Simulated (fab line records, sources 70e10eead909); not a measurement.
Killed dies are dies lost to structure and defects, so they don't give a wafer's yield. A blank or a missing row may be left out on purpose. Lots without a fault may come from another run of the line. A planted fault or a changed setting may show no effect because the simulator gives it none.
Chamber matching | flow nand_harc | NHARC_P_M0_DEP_32 on pecvd-02: 3 sister chambers
The step deposits SiCN, target thk 30 nm. 6 wafers are shown with their chamber, then 11 later ones without.

WAFERS WITH THEIR CHAMBER
wafer  | chamber | heater_power_w (W)
L613.4 | 1       | 719
L613.6 | 2       | 588
L614.4 | 2       | 566
L614.5 | 0       | 562
L614.6 | 1       | 710
L615.2 | 0       | 507

WAFERS WITHOUT THEIR CHAMBER
wafer  | heater_power_w (W)
L615.4 | 526
L615.5 | 583
L618.1 | 674
L618.5 | 679
L618.6 | 600
L619.2 | 489
L619.4 | 707
L619.6 | 506
L620.3 | 710
L620.5 | 716
L620.6 | 601

WHICH CHAMBER EACH WENT THROUGH
wafer  | from the rows above     | in truth
L615.4 | can't be placed: 0 or 2 | 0
L615.5 | can't be placed: 2 or 0 | 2
L618.1 | 1                       | 1
L618.5 | 1                       | 1
L618.6 | can't be placed: 2 or 0 | 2
L619.2 | can't be placed: 0 or 2 | 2
L619.4 | 1                       | 1
L619.6 | can't be placed: 0 or 2 | 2
L620.3 | 1                       | 1
L620.5 | 1                       | 1
L620.6 | can't be placed: 2 or 0 | 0
Placed correctly: 5 of 11. Can't be placed from these rows: 6 (the true chamber is among the candidates in 6). Placed wrongly: 0.
How it was worked out, from the rows above alone: a wafer's distance from a chamber is the root of the sum, over the readings, of the square of ((its reading less the chamber's mean) divided by the reading's scatter). The wafer belongs to the nearest chamber; if the next one is less than 2 further off, it can't be placed. A chamber's mean is the mean of its shown wafers. The scatter: the root of (the sum of the squares of (reading less its chamber's mean) over the shown wafers, divided by (wafers less chambers)).
